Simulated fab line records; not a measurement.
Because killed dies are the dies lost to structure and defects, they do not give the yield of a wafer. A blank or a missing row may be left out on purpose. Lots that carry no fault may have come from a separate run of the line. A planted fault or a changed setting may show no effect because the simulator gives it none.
fab line records	flow nandHarc
[record] lots = 24	wafers = 72	lastDay = 25
route steps=1159 shown A_CHANNEL_FILL_D1@518 A_STAIRCASE@613
lots untouched by any fault: they come from a run of this same line in which no faults occurred
startH: start of the lot's first displayed wafer, in hours after the record's first day	waitH: time in hours since the lot's previous step	" same as the row above	L1.1+2: several wafers, shown together as one row	- no value, or no start given	* or withheld: withheld	< > ~ a bound
route shown NAME@n: a module of which the file shows steps, and the number in the route of the first	usual: the fault-free wafers' mean and standard deviation	same: alike in all rows	chamber/n: place in a boat	sites: per-site readings	_std_site: standard deviation of those values	_edge_site: outer sites' mean less inner sites'	radiusMm: for every site, how far away it sits from the centre of the wafer	mask NAME#n: copy n	behind: tool/chamber where the wafer was last shaped	hold: cause of the lot's hold/its duration in hours/its outcome	device: transistor that didn't switch, given as n, p or np	end of line: the same wafers' tests at the end of the route	where a step has no rows: the recipe by itself	killed: dies that structure and defects cost at the first sort, which is not the same as the wafer's yield	map: the dies of a wafer, with x for killed, . for not killed, _ for no die there
set.NAME: setting as actually run; set.NAME@STEP: the setting as run at that earlier step	model.NAME: the simulator's own value behind a step, which no gauge read
a sample of lots followed through the steps of the route, with each step as a table and each wafer as a row
services: a tool's chamber out of use, with start hour (startH, from the record's first day; less than 0 if before it), hours out, and reason
[[steps]]
[step NHARC_A_CHANNEL_FILL_D1_INSPECT_13]
[usual] rawDefectCount = 308/120
lot.wafer	tool	chamber	startH	waitH	rawDefectCount
L074.3	defectInspect-01	-	234.81	0.1	173
L074.4	"	-	"	"	298
L074.5	"	-	"	"	262
L076.2	defectInspect-01	-	242.48	0.1	424
L076.3	"	-	"	"	153
L076.6	"	-	"	"	291
L075.2	defectInspect-02	-	242.65	0.1	189
L075.4	"	-	"	"	255
L075.5	"	-	"	"	337
L077.1	defectInspect-01	-	248.59	0.2	457
L077.4	"	-	"	"	359
L077.5	"	-	"	"	318
L079.1	defectInspect-02	-	248.73	0.2	495
L079.4	"	-	"	"	438
L079.5	"	-	"	"	318
L078.1	defectInspect-02	-	254.89	0.2	324
L078.3	"	-	"	"	350
L078.4	"	-	"	"	277
L080.2	defectInspect-01	-	263.96	0.1	148
L080.5	"	-	"	"	149
L080.6	"	-	"	"	183
L081.2	defectInspect-02	-	275.76	0.1	300
L081.4	"	-	"	"	371
L081.6	"	-	"	"	181
L084.1	defectInspect-02	-	283.98	0.2	197
L084.3	"	-	"	"	106
L084.4	"	-	"	"	177
L082.1	defectInspect-01	-	284.02	0.2	324
L082.2	"	-	"	"	841
L082.6	"	-	"	"	501
L083.3	defectInspect-02	-	290.88	0.1	299
L083.4	"	-	"	"	253
L083.5	"	-	"	"	177
L086.2	defectInspect-01	-	304.27	0.1	235
L086.3	"	-	"	"	247
L086.5	"	-	"	"	281
L088.1	defectInspect-01	-	304.44	0.2	329
L088.3	"	-	"	"	246
L088.6	"	-	"	"	300
L087.2	defectInspect-01	-	309.55	0.1	234
L087.4	"	-	"	"	185
L087.5	"	-	"	"	191
L085.1	defectInspect-02	-	316.15	0.2	256
L085.2	"	-	"	"	335
L085.3	"	-	"	"	232
L089.3	defectInspect-02	-	323.16	0.1	295
L089.5	"	-	"	"	203
L089.6	"	-	"	"	284
L091.3	defectInspect-02	-	328.85	0.1	488
L091.4	"	-	"	"	313
L091.5	"	-	"	"	405
L090.1	defectInspect-01	-	328.86	0.2	245
L090.4	"	-	"	"	421
L090.5	"	-	"	"	345
L093.1	defectInspect-01	-	343.40	0.2	324
L093.3	"	-	"	"	343
L093.5	"	-	"	"	278
L092.3	defectInspect-02	-	343.55	0.1	417
L092.5	"	-	"	"	310
L092.6	"	-	"	"	394
L094.1	defectInspect-01	-	349.47	0.2	361
L094.3	"	-	"	"	275
L094.6	"	-	"	"	273
L097.1	defectInspect-01	-	364.09	0.2	192
L097.2	"	-	"	"	291
L097.6	"	-	"	"	537
L095.1	defectInspect-01	-	371.06	0.2	180
L095.3	"	-	"	"	341
L095.5	"	-	"	"	326
L096.2	defectInspect-02	-	376.89	0.1	608
L096.4	"	-	"	"	412
L096.5	"	-	"	"	207
[step NHARC_A_STAIRCASE_DESCUM_219]
[recipe] timeS = 3	o2FlowSccm = 200	arFlowSccm = 0	biasPowerW = 0	chemistry = O2
[usual] drypumpMotorCurrentA = 5.71/0.21	oesProductAu = 0.999/0.0082	rfVppV = 57.7/0.98	showerheadPlenumPTorr = 1.90/0.1	throttleValvePct = 11.311/0.0088
lot.wafer	tool	chamber	startH	waitH	drypumpMotorCurrentA	oesProductAu	rfHoursCounterH	rfVppV	showerheadPlenumPTorr	throttleValvePct
L074.3	rieDiel-04	3	246.91	-	5.98	0.996	47	59.5	1.98	11.306
L074.4	"	1	"	"	5.49	0.996	46	57.5	1.89	11.323
L074.5	"	2	"	"	5.62	1.005	-	59.0	2.06	11.301
L076.3	rieDiel-06	2	253.03	-	5.70	0.995	0	56.7	1.81	11.310
L076.2	"	0	"	"	5.56	0.998	0	56.2	1.79	11.314
L076.6	"	2	"	"	5.72	0.984	-	56.4	1.81	11.314
L075.2	rieDiel-06	1	254.26	-	6.24	1.010	1	57.4	1.81	11.318
L075.4	"	0	"	"	5.55	1.007	1	56.0	1.79	11.301
L075.5	"	2	"	"	5.69	0.987	-	58.5	1.81	11.344
L077.4	rieDiel-04	2	260.26	-	5.63	1.010	55	59.7	2.06	11.308
L077.1	"	1	"	"	5.48	0.997	53	56.1	1.89	11.295
L077.5	"	2	"	"	5.62	1.005	-	57.9	2.06	11.306
L079.1	rieDiel-05	3	260.27	-	5.77	1.006	37	58.7	2.06	11.293
L079.4	"	0	"	"	5.70	1.000	38	57.5	1.80	11.302
L079.5	"	2	"	"	5.33	0.995	-	58.8	1.90	11.308
L078.4	rieDiel-06	2	267.59	-	5.71	0.991	8	57.6	1.80	11.306
L078.3	"	0	"	"	5.57	0.997	8	57.5	1.78	11.323
L078.1	"	1	"	"	6.19	0.997	9	57.6	1.80	11.318
L080.2	rieDiel-05	3	274.40	-	5.79	0.995	42	57.1	2.06	11.310
L080.6	"	3	"	"	5.79	0.997	-	58.8	2.06	11.305
L080.5	"	0	"	"	5.69	0.998	-	56.8	1.80	11.307
L081.2	rieDiel-05	0	287.10	-	5.73	0.995	46	57.3	1.80	11.292
L081.4	"	1	"	"	5.75	0.987	47	57.9	1.82	11.301
L081.6	"	3	"	"	5.78	1.003	-	58.1	2.06	11.324
L084.1	rieDiel-06	0	294.75	-	5.58	1.002	17	59.1	1.78	11.318
L084.4	"	1	"	"	6.20	1.003	18	57.2	1.80	11.315
L084.3	"	2	"	"	5.71	0.991	16	57.3	1.80	11.311
L082.1	rieDiel-05	0	297.20	-	5.72	1.002	50	58.4	1.79	11.301
L082.2	"	3	"	"	5.79	1.005	50	56.7	2.06	11.322
L082.6	"	0	"	"	5.72	1.004	-	58.0	1.79	11.308
L083.4	rieDiel-06	2	302.11	-	5.72	0.993	18	57.6	1.80	11.320
L083.3	"	3	"	"	5.73	1.009	18	57.7	1.98	11.313
L083.5	"	1	"	"	6.20	1.011	-	57.0	1.80	11.314
L086.2	rieDiel-05	2	315.52	-	5.35	0.999	55	58.4	1.89	11.312
L086.3	"	1	"	"	5.73	0.998	61	57.8	1.81	11.310
L086.5	"	3	"	"	5.77	1.009	-	58.7	2.06	11.322
L088.3	rieDiel-06	2	316.24	-	5.69	0.992	24	56.6	1.80	11.313
L088.1	"	1	"	"	6.25	1.013	25	56.6	1.80	11.304
L088.6	"	2	"	"	5.69	0.999	-	57.6	1.80	11.309
L087.4	rieDiel-06	0	320.79	-	5.58	1.000	26	56.7	1.78	11.325
L087.2	"	1	"	"	6.29	1.000	28	57.0	1.80	11.317
L087.5	"	0	"	"	5.61	0.995	-	55.6	1.78	11.328
L085.2	rieDiel-04	1	329.00	-	5.44	0.993	12	56.7	1.88	11.304
L085.3	"	2	"	"	5.63	1.014	4	60.0	2.05	11.314
L085.1	"	0	"	"	5.73	0.995	13	58.7	1.96	11.321
L089.3	rieDiel-04	1	334.67	-	5.50	0.991	15	56.3	1.88	11.306
L089.6	"	1	"	"	5.50	0.991	-	55.3	1.88	11.318
L089.5	"	2	"	"	5.61	1.009	-	58.8	2.05	11.307
L091.4	rieDiel-05	0	339.59	-	5.71	1.004	65	54.3	1.79	11.297
L091.3	"	1	"	"	5.74	0.976	69	57.9	1.81	11.299
L091.5	"	1	"	"	5.72	0.979	-	57.8	1.81	11.306
L090.4	rieDiel-04	1	340.11	-	5.47	0.996	16	58.1	1.88	11.316
L090.1	"	3	"	"	5.96	0.984	17	58.1	1.97	11.299
L090.5	"	2	"	"	5.63	1.010	-	59.5	2.05	11.309
L093.1	rieDiel-04	2	354.62	-	5.62	1.005	14	59.6	2.05	11.295
L093.3	"	1	"	"	5.51	0.993	21	57.4	1.88	11.300
L093.5	"	3	"	"	6.00	0.990	-	58.7	1.97	11.319
L092.3	rieDiel-06	0	355.93	-	5.59	0.999	39	56.8	1.77	11.317
L092.6	"	1	"	"	6.20	1.007	-	59.1	1.79	11.317
L092.5	"	2	"	"	5.72	0.985	-	58.6	1.79	11.313
L094.3	rieDiel-05	3	360.25	-	5.77	1.005	5	58.6	2.05	11.308
L094.1	"	2	"	"	5.33	0.981	4	58.0	1.89	11.311
L094.6	"	0	"	"	5.73	1.010	-	57.9	1.79	11.313
L097.2	rieDiel-05	0	375.37	-	5.71	1.002	9	55.1	1.79	11.302
L097.1	"	1	"	"	5.73	0.994	9	57.3	1.81	11.301
L097.6	"	2	"	"	5.34	0.988	-	57.0	1.89	11.304
L095.1	rieDiel-05	1	382.91	-	5.74	0.997	12	58.4	1.81	11.311
L095.3	"	2	"	"	5.34	0.995	10	58.8	1.89	11.303
L095.5	"	0	"	"	5.73	1.001	-	57.8	1.79	11.319
L096.2	rieDiel-04	2	387.80	-	5.61	1.001	24	58.7	2.05	11.319
L096.4	"	0	"	"	5.71	0.995	33	58.8	1.96	11.320
L096.5	"	1	"	"	5.52	1.000	-	57.0	1.88	11.320
[step NHARC_A_STAIRCASE_ETCH_253]
[recipe] targetDepthA = 500	timeS = 20.2	ionEnergyEv = 400	c4f8FlowSccm = 20	o2FlowSccm = 10	arFlowSccm = withheld	rfW = 600	biasW = 1000	chemistry = C4F8/O2
[usual] oesProductAu = 0.949/0.02	rfFwdPowerW = 588/3.3	rfVppV = 894/6.4
lot.wafer	tool	chamber	startH	waitH	oesProductAu	rfFwdPowerW	rfHoursCounterH	rfVppV
L074.4	rieDiel-05	1	250.84	0.1	0.920	588	34	889
L074.3	"	3	"	"	0.928	589	31	905
L074.5	"	1	"	"	0.916	589	-	892
L076.2	rieDiel-05	1	256.98	0.1	0.937	587	37	889
L076.3	"	2	"	"	0.935	596	31	896
L076.6	"	0	"	"	0.952	589	-	890
L075.4	rieDiel-06	0	258.50	0.1	0.970	586	3	889
L075.2	"	1	"	"	0.980	591	3	889
L075.5	"	3	"	"	0.974	587	-	900
L077.1	rieDiel-06	2	264.29	0.1	0.959	584	7	888
L077.4	"	0	"	"	0.948	584	7	889
L077.5	"	1	"	"	0.951	587	-	889
L079.1	rieDiel-04	1	264.74	0.1	0.923	586	55	895
L079.4	"	3	"	"	0.923	591	54	901
L079.5	"	1	"	"	0.917	585	-	893
L078.4	rieDiel-05	0	271.97	0.1	0.928	593	42	889
L078.1	"	1	"	"	0.918	586	44	889
L078.3	"	2	"	"	0.934	593	38	894
L080.2	rieDiel-05	3	278.19	0.1	0.947	586	43	905
L080.6	"	1	"	"	0.931	587	-	890
L080.5	"	2	"	"	0.955	592	-	895
L081.4	rieDiel-06	1	291.25	0.1	0.937	591	17	890
L081.2	"	3	"	"	0.926	590	14	901
L081.6	"	1	"	"	0.928	589	-	889
L084.4	rieDiel-05	3	299.44	0.1	0.962	587	51	904
L084.3	"	1	"	"	0.950	588	53	889
L084.1	"	2	"	"	0.958	593	48	895
L082.1	rieDiel-05	3	301.06	0.1	0.966	590	52	905
L082.2	"	1	"	"	0.966	589	54	889
L082.6	"	3	"	"	0.964	589	-	903
L083.4	rieDiel-05	1	306.23	0.3	0.934	586	57	889
L083.3	"	2	"	"	0.921	594	51	894
L083.5	"	0	"	"	0.938	591	-	888
L086.2	rieDiel-06	1	319.34	0.1	0.976	587	26	889
L086.3	"	0	"	"	0.974	586	25	887
L086.5	"	2	"	"	0.939	584	-	888
L088.3	rieDiel-06	1	320.83	0.2	0.944	590	28	889
L088.1	"	2	"	"	0.922	585	27	888
L088.6	"	0	"	"	0.950	584	-	888
L087.4	rieDiel-05	2	324.78	0.1	0.963	594	58	894
L087.2	"	0	"	"	0.981	592	61	889
L087.5	"	3	"	"	0.966	588	-	907
L085.1	rieDiel-05	2	332.87	0.1	0.916	594	60	895
L085.3	"	0	"	"	0.927	588	63	888
L085.2	"	1	"	"	0.906	591	65	890
L089.3	rieDiel-05	0	338.81	0.1	0.980	590	65	889
L089.6	"	0	"	"	0.988	589	-	887
L089.5	"	1	"	"	0.967	589	-	889
L091.3	rieDiel-06	1	343.62	0.1	0.963	590	36	890
L091.4	"	2	"	"	0.934	583	36	887
L091.5	"	1	"	"	0.949	592	-	888
L090.1	rieDiel-06	2	344.35	0.1	0.964	583	36	887
L090.4	"	1	"	"	0.984	586	37	888
L090.5	"	2	"	"	0.953	583	-	888
L093.3	rieDiel-04	1	359.68	0.1	0.962	585	23	895
L093.1	"	0	"	"	0.956	595	26	899
L093.5	"	1	"	"	0.964	583	-	895
L092.3	rieDiel-06	3	360.19	0.1	0.957	587	42	900
L092.5	"	0	"	"	0.969	586	-	887
L092.6	"	1	"	"	0.968	588	-	888
L094.1	rieDiel-04	2	364.07	0.1	0.968	583	16	904
L094.3	"	0	"	"	0.961	592	26	899
L094.6	"	2	"	"	0.986	586	-	904
L097.2	rieDiel-06	2	381.07	0.1	0.921	583	51	887
L097.1	"	0	"	"	0.927	583	47	888
L097.6	"	3	"	"	0.908	589	-	900
L095.3	rieDiel-04	1	387.19	0.1	0.960	586	31	894
L095.1	"	2	"	"	0.990	588	24	905
L095.5	"	2	"	"	0.978	585	-	905
L096.4	rieDiel-04	3	392.66	0.1	0.945	590	37	899
L096.2	"	0	"	"	0.963	591	35	898
L096.5	"	2	"	"	0.950	589	-	904
[step NHARC_A_STAIRCASE_HM_DEP_456]
[recipe] targetThkA = 15000	tempC = 400	material = aC
[usual] throttleValvePct = 35.001/0.0085
lot.wafer	tool	chamber	startH	waitH	throttleValvePct
L074.3	aclDep-02	0	254.69	-	34.987
L074.4	"	0	"	"	35.008
L074.5	"	0	"	"	34.998
L076.2	aclDep-02	0	258.18	-	35.001
L076.3	"	0	"	"	35.009
L076.6	"	0	"	"	34.995
L075.2	aclDep-02	0	260.03	-	34.988
L075.4	"	0	"	"	35.015
L075.5	"	0	"	"	35.009
L077.1	aclDep-02	0	265.20	-	35.005
L077.4	"	0	"	"	35.018
L077.5	"	0	"	"	34.992
L079.1	aclDep-02	0	267.06	-	35.010
L079.4	"	0	"	"	34.997
L079.5	"	0	"	"	35.009
L078.1	aclDep-02	0	276.14	-	34.996
L078.3	"	0	"	"	35.008
L078.4	"	0	"	"	34.995
L080.2	aclDep-03	0	279.39	-	35.002
L080.5	"	0	"	"	35.002
L080.6	"	0	"	"	35.019
L081.2	aclDep-01	0	292.46	-	35.000
L081.4	"	0	"	"	35.000
L081.6	"	0	"	"	34.986
L084.1	aclDep-03	0	300.34	-	34.988
L084.3	"	0	"	"	35.004
L084.4	"	0	"	"	35.008
L082.1	aclDep-02	0	302.21	-	34.993
L082.2	"	0	"	"	35.000
L082.6	"	0	303.75	-	34.998
L083.3	aclDep-01	0	309.62	-	35.008
L083.4	"	0	"	"	35.008
L083.5	"	0	"	"	35.012
L086.2	aclDep-03	0	320.88	-	35.000
L086.3	"	0	"	"	34.990
L086.5	"	0	"	"	34.978
L088.1	aclDep-02	0	321.78	-	34.999
L088.3	"	0	"	"	35.008
L088.6	"	0	"	"	34.998
L087.2	aclDep-02	0	326.28	-	35.009
L087.4	"	0	"	"	34.999
L087.5	"	0	"	"	35.006
L085.1	aclDep-03	0	335.19	-	35.010
L085.2	"	0	"	"	34.996
L085.3	"	0	"	"	35.004
L089.3	aclDep-02	0	340.49	-	34.992
L089.5	"	0	"	"	35.016
L089.6	"	0	"	"	35.009
L091.3	aclDep-02	0	345.15	-	34.996
L091.4	"	0	"	"	34.998
L091.5	"	0	"	"	35.007
L090.1	aclDep-03	0	346.89	-	34.990
L090.4	"	0	"	"	34.995
L090.5	"	0	"	"	35.005
L093.1	aclDep-03	0	360.79	-	35.006
L093.3	"	0	"	"	35.003
L093.5	"	0	"	"	34.995
L092.3	aclDep-01	0	362.56	-	34.994
L092.5	"	0	"	"	35.006
L092.6	"	0	"	"	34.991
L094.1	aclDep-02	0	366.04	-	34.989
L094.3	"	0	"	"	35.004
L094.6	"	0	"	"	35.002
L097.1	aclDep-01	0	381.97	-	35.001
L097.2	"	0	"	"	35.015
L097.6	"	0	383.50	-	35.005
L095.1	aclDep-01	0	388.08	-	34.993
L095.3	"	0	"	"	34.988
L095.5	"	0	"	"	35.018
L096.2	aclDep-01	0	394.55	-	35.001
L096.4	"	0	"	"	34.998
L096.5	"	0	"	"	35.003
[step NHARC_A_STAIRCASE_ETCH_313]
[recipe] cf4FlowSccm = 100	chf3FlowSccm = 30	arFlowSccm = 0	rfW = 500	biasW = 200	chemistry = CF4/CHF3
[usual] cf4FlowSccm = 100.00/0.29	drypumpMotorCurrentA = 5.69/0.21	oesProductAu = 0.938/0.021	rfFwdPowerW = 497.2/1.6	rfVppV = 369.9/2.6	showerheadPlenumPTorr = 1.55/0.076	throttleValvePct = 16.802/0.0089
lot.wafer	tool	chamber	startH	waitH	cf4FlowSccm	drypumpMotorCurrentA	oesProductAu	rfFwdPowerW	rfHoursCounterH	rfVppV	showerheadPlenumPTorr	throttleValvePct
L074.3	rieDiel-06	2	262.02	0.1	99.74	5.69	0.948	495.1	6	368.8	1.49	16.803
L074.4	"	3	"	"	100.39	5.72	0.968	498.5	5	371.2	1.63	16.800
L074.5	"	3	"	"	99.96	5.74	0.966	498.6	-	373.2	1.63	16.818
L076.2	rieDiel-06	2	266.25	0.1	99.52	5.69	0.957	498.3	8	368.1	1.49	16.800
L076.3	"	0	"	"	100.14	5.56	0.986	492.8	8	367.7	1.47	16.800
L076.6	"	2	"	"	99.62	5.70	0.951	496.2	-	367.4	1.49	16.824
L075.4	rieDiel-06	3	267.82	0.1	99.89	5.75	0.957	495.2	7	373.2	1.63	16.808
L075.2	"	0	"	"	100.06	5.58	0.956	495.3	9	365.9	1.47	16.801
L075.5	"	3	"	"	100.36	5.74	0.953	497.4	-	373.1	1.63	16.798
L077.4	rieDiel-06	1	275.15	0.1	100.22	6.26	0.995	496.0	12	368.0	1.49	16.783
L077.1	"	0	"	"	100.07	5.59	0.954	496.5	11	369.0	1.47	16.818
L077.5	"	1	"	"	100.14	6.27	0.986	496.8	-	366.8	1.49	16.801
L079.1	rieDiel-05	3	277.78	0.1	100.20	5.76	0.934	497.3	43	375.0	1.69	16.803
L079.4	"	0	"	"	99.53	5.70	0.917	497.4	43	368.6	1.48	16.810
L079.5	"	2	"	"	99.71	5.35	0.911	499.0	-	369.8	1.56	16.806
L078.3	rieDiel-06	3	284.08	0.1	100.50	5.76	0.927	497.9	12	372.0	1.63	16.805
L078.4	"	0	"	"	100.01	5.57	0.918	496.8	13	366.6	1.47	16.799
L078.1	"	2	"	"	100.15	5.68	0.916	494.9	13	366.9	1.49	16.802
L080.2	rieDiel-05	3	287.75	0.1	99.85	5.80	0.944	497.1	47	374.0	1.69	16.800
L080.6	"	2	"	"	99.89	5.32	0.958	497.8	-	370.5	1.56	16.791
L080.5	"	3	"	"	100.02	5.79	0.949	497.4	-	375.0	1.69	16.817
L081.4	rieDiel-05	2	301.60	0.1	99.97	5.36	0.927	499.7	48	369.3	1.56	16.796
L081.2	"	3	"	"	100.20	5.77	0.925	495.8	52	372.9	1.69	16.801
L081.6	"	1	"	"	100.03	5.72	0.920	497.0	-	368.4	1.50	16.809
L084.3	rieDiel-05	2	311.81	0.1	100.36	5.34	0.944	500.2	53	370.3	1.56	16.810
L084.1	"	3	"	"	99.62	5.79	0.966	496.0	56	375.0	1.69	16.804
L084.4	"	0	"	"	99.81	5.72	0.957	497.4	56	368.0	1.48	16.801
L082.1	rieDiel-06	3	313.41	0.1	100.27	5.75	0.925	496.2	23	370.3	1.62	16.794
L082.2	"	2	"	"	99.85	5.71	0.922	496.8	24	369.2	1.49	16.809
L082.6	"	3	"	"	100.13	5.76	0.929	498.0	-	372.3	1.62	16.810
L083.3	rieDiel-05	0	317.34	0.1	99.91	5.69	0.915	498.1	58	367.5	1.48	16.793
L083.4	"	1	"	"	100.52	5.73	0.917	497.3	61	368.0	1.49	16.827
L083.5	"	0	"	"	100.08	5.70	0.916	499.5	-	367.6	1.48	16.804
L086.2	rieDiel-05	1	330.19	0.1	100.02	5.73	0.912	496.7	64	367.2	1.49	16.800
L086.3	"	2	"	"	100.00	5.32	0.922	498.1	59	369.7	1.56	16.809
L086.5	"	1	"	"	99.90	5.73	0.909	496.9	-	366.0	1.49	16.800
L088.1	rieDiel-05	1	331.01	0.3	99.61	5.76	0.916	498.1	65	367.5	1.49	16.798
L088.3	"	0	"	"	99.86	5.69	0.927	499.6	63	367.9	1.48	16.812
L088.6	"	2	"	"	100.07	5.35	0.924	498.9	-	369.3	1.56	16.800
L087.2	rieDiel-05	3	334.67	0.1	99.95	5.77	0.981	497.6	63	373.7	1.68	16.809
L087.4	"	0	"	"	99.42	5.70	0.981	494.6	63	368.9	1.48	16.797
L087.5	"	3	"	"	100.14	5.78	0.974	497.9	-	374.9	1.68	16.798
L085.1	rieDiel-06	2	343.08	0.1	99.75	5.72	0.908	497.2	36	366.6	1.48	16.794
L085.3	"	3	"	"	99.71	5.76	0.925	498.2	35	370.9	1.62	16.797
L085.2	"	0	"	"	100.15	5.57	0.919	494.7	35	365.9	1.47	16.794
L089.3	rieDiel-04	2	348.67	0.1	99.81	5.61	0.936	497.4	13	374.6	1.68	16.804
L089.5	"	1	"	"	99.84	5.47	0.933	496.2	-	369.2	1.55	16.800
L089.6	"	2	"	"	100.17	5.62	0.937	495.2	-	372.7	1.68	16.800
L091.4	rieDiel-05	0	352.86	0.1	100.08	5.72	0.940	497.9	2	367.0	1.48	16.804
L091.3	"	3	"	"	99.90	5.79	0.950	494.0	2	373.9	1.68	16.820
L091.5	"	0	"	"	100.17	5.67	0.941	500.0	-	366.5	1.48	16.787
L090.1	rieDiel-05	1	355.97	0.1	100.31	5.72	0.916	496.7	3	369.2	1.49	16.780
L090.4	"	3	"	"	99.93	5.80	0.936	495.0	3	374.2	1.68	16.800
L090.5	"	1	"	"	100.40	5.71	0.920	497.6	-	368.7	1.49	16.806
L093.3	rieDiel-04	3	369.54	0.1	100.04	5.92	0.962	496.4	27	372.7	1.62	16.799
L093.1	"	0	"	"	100.12	5.71	0.958	499.4	27	370.5	1.61	16.803
L093.5	"	1	"	"	99.81	5.48	0.943	496.8	-	369.4	1.55	16.805
L092.3	rieDiel-05	2	371.87	0.2	100.56	5.33	0.927	497.5	6	369.9	1.55	16.800
L092.5	"	1	"	"	100.34	5.74	0.931	499.7	-	369.7	1.49	16.804
L092.6	"	2	"	"	99.65	5.32	0.935	498.4	-	368.9	1.55	16.806
L094.1	rieDiel-04	0	375.54	0.1	100.26	5.67	0.926	498.2	28	372.4	1.61	16.807
L094.3	"	3	"	"	99.77	5.93	0.914	497.2	29	371.7	1.62	16.806
L094.6	"	0	"	"	100.45	5.68	0.926	495.9	-	371.7	1.61	16.793
L097.1	rieDiel-05	2	389.98	0.1	100.16	5.36	0.914	498.1	14	370.8	1.55	16.810
L097.2	"	3	"	"	99.94	5.79	0.937	498.4	14	374.1	1.68	16.809
L097.6	"	0	"	"	99.97	5.72	0.928	497.7	-	367.9	1.47	16.795
L095.1	rieDiel-05	3	396.33	0.1	99.84	5.79	0.964	497.5	16	374.5	1.68	16.783
L095.3	"	0	"	"	99.37	5.70	0.960	496.5	17	367.2	1.47	16.805
L095.5	"	3	"	"	99.45	5.77	0.968	498.7	-	374.5	1.68	16.819
L096.2	rieDiel-04	3	404.36	0.1	100.76	5.96	0.915	498.7	41	372.1	1.61	16.798
L096.4	"	0	"	"	100.11	5.70	0.925	498.6	41	371.9	1.61	16.793
L096.5	"	0	"	"	100.13	5.74	0.930	499.1	-	371.4	1.61	16.807
[step NHARC_A_STAIRCASE_ALD_415]
[recipe] targetThkA = 300	pulseTimeS = 6	aldCycles = 300	tempC = 300	material = SiO2
[usual] heaterPowerW = 477/61	precursorPulseHeightRel = 1.000/0.021
lot.wafer	tool	chamber	startH	waitH	heaterPowerW	precursorPulseHeightRel
L074.3	aldHk-01	1	263.94	0.1	552	0.941
L074.4	"	0	"	"	352	1.014
L074.5	"	1	"	"	544	0.997
L076.2	aldHk-01	2	268.02	0.1	397	0.993
L076.3	"	1	"	"	544	1.005
L076.6	"	3	"	"	466	0.997
L075.4	aldHk-02	2	269.69	0.1	451	0.980
L075.2	"	3	"	"	545	0.991
L075.5	"	3	"	"	551	0.975
L077.1	aldHk-01	2	277.28	0.1	399	1.003
L077.4	"	0	"	"	361	0.999
L077.5	"	2	"	"	403	0.975
L079.1	aldHk-02	3	280.15	0.7	543	1.003
L079.4	"	0	"	"	535	0.982
L079.5	"	1	"	"	501	0.991
L078.1	aldHk-03	2	286.09	0.1	457	0.979
L078.4	"	3	"	"	497	0.999
L078.3	"	1	"	"	539	1.021
L080.2	aldHk-03	2	290.33	0.8	484	1.036
L080.6	"	3	"	"	516	1.012
L080.5	"	0	"	"	497	0.997
L081.4	aldHk-03	1	303.38	0.1	547	0.996
L081.2	"	0	"	"	494	0.979
L081.6	"	2	"	"	471	0.976
L084.3	aldHk-02	0	314.19	0.1	519	1.002
L084.1	"	1	"	"	522	0.986
L084.4	"	2	"	"	455	0.998
L082.2	aldHk-01	2	315.42	0.3	403	0.970
L082.1	"	3	"	"	477	1.006
L082.6	"	1	"	"	549	0.971
L083.4	aldHk-01	1	319.15	0.1	557	1.008
L083.3	"	0	"	"	357	1.010
L083.5	"	2	"	"	390	1.009
L086.3	aldHk-01	3	332.38	0.3	469	0.987
L086.2	"	1	"	"	556	0.993
L086.5	"	3	"	"	476	0.965
L088.1	aldHk-01	3	333.54	0.8	472	0.990
L088.3	"	0	"	"	353	0.986
L088.6	"	0	"	"	350	1.016
L087.4	aldHk-01	3	338.02	0.3	477	0.970
L087.2	"	1	"	"	542	0.973
L087.5	"	2	"	"	393	1.023
L085.1	aldHk-03	3	344.92	0.1	504	1.030
L085.2	"	1	"	"	535	1.015
L085.3	"	2	"	"	484	1.026
L089.3	aldHk-03	0	350.73	0.3	485	1.000
L089.6	"	3	"	"	501	1.011
L089.5	"	0	"	"	471	1.016
L091.4	aldHk-02	2	355.11	0.5	444	0.998
L091.3	"	3	"	"	566	0.993
L091.5	"	0	"	"	508	0.967
L090.4	aldHk-02	1	357.82	0.1	533	0.985
L090.1	"	0	"	"	503	1.001
L090.5	"	1	"	"	531	0.999
L093.1	aldHk-02	3	371.65	0.3	552	1.034
L093.3	"	0	"	"	510	1.017
L093.5	"	3	"	"	552	1.031
L092.3	aldHk-01	1	374.33	0.8	544	0.986
L092.5	"	2	"	"	386	1.035
L092.6	"	3	"	"	478	1.006
L094.1	aldHk-02	3	377.49	0.1	551	1.022
L094.3	"	1	"	"	530	1.019
L094.6	"	3	"	"	561	0.991
L097.1	aldHk-01	2	391.76	0.1	402	1.010
L097.2	"	1	"	"	552	1.009
L097.6	"	3	"	"	480	0.986
L095.3	aldHk-03	1	398.46	0.1	522	0.994
L095.1	"	0	399.86	1.5	481	1.006
L095.5	"	2	"	"	484	0.966
L096.2	aldHk-01	2	406.42	0.1	392	1.019
L096.4	"	1	"	"	561	0.992
L096.5	"	3	"	"	478	1.000
[[services]]
tool	chamber	startH	hours	kind
aclDep-03	-	223.24	13.0	pm
aldHk-01	-	228.79	10.0	pm
rieDiel-06	-	242.80	9.0	pm
rieDiel-05	0	246.36	-	clean
rieDiel-05	1	246.36	-	clean
rieDiel-05	2	246.36	-	clean
rieDiel-05	3	246.36	-	clean
rieDiel-05	0	270.88	-	clean
rieDiel-05	1	270.88	-	clean
rieDiel-05	2	270.88	-	clean
rieDiel-05	3	270.88	-	clean
rieDiel-04	-	275.37	1.1	repair
rieDiel-04	-	289.03	9.0	pm
aclDep-01	-	294.03	13.0	pm
rieDiel-05	0	295.50	-	clean
rieDiel-05	1	295.50	-	clean
rieDiel-05	2	295.50	-	clean
rieDiel-05	3	295.50	-	clean
rieDiel-06	0	298.58	3.3	repair
rieDiel-04	2	307.44	18.4	repair
rieDiel-05	0	321.12	-	clean
rieDiel-05	-	340.60	9.0	pm
aclDep-02	-	350.88	13.0	pm
aclDep-03	-	405.59	13.0	pm
[[key]]
fault none
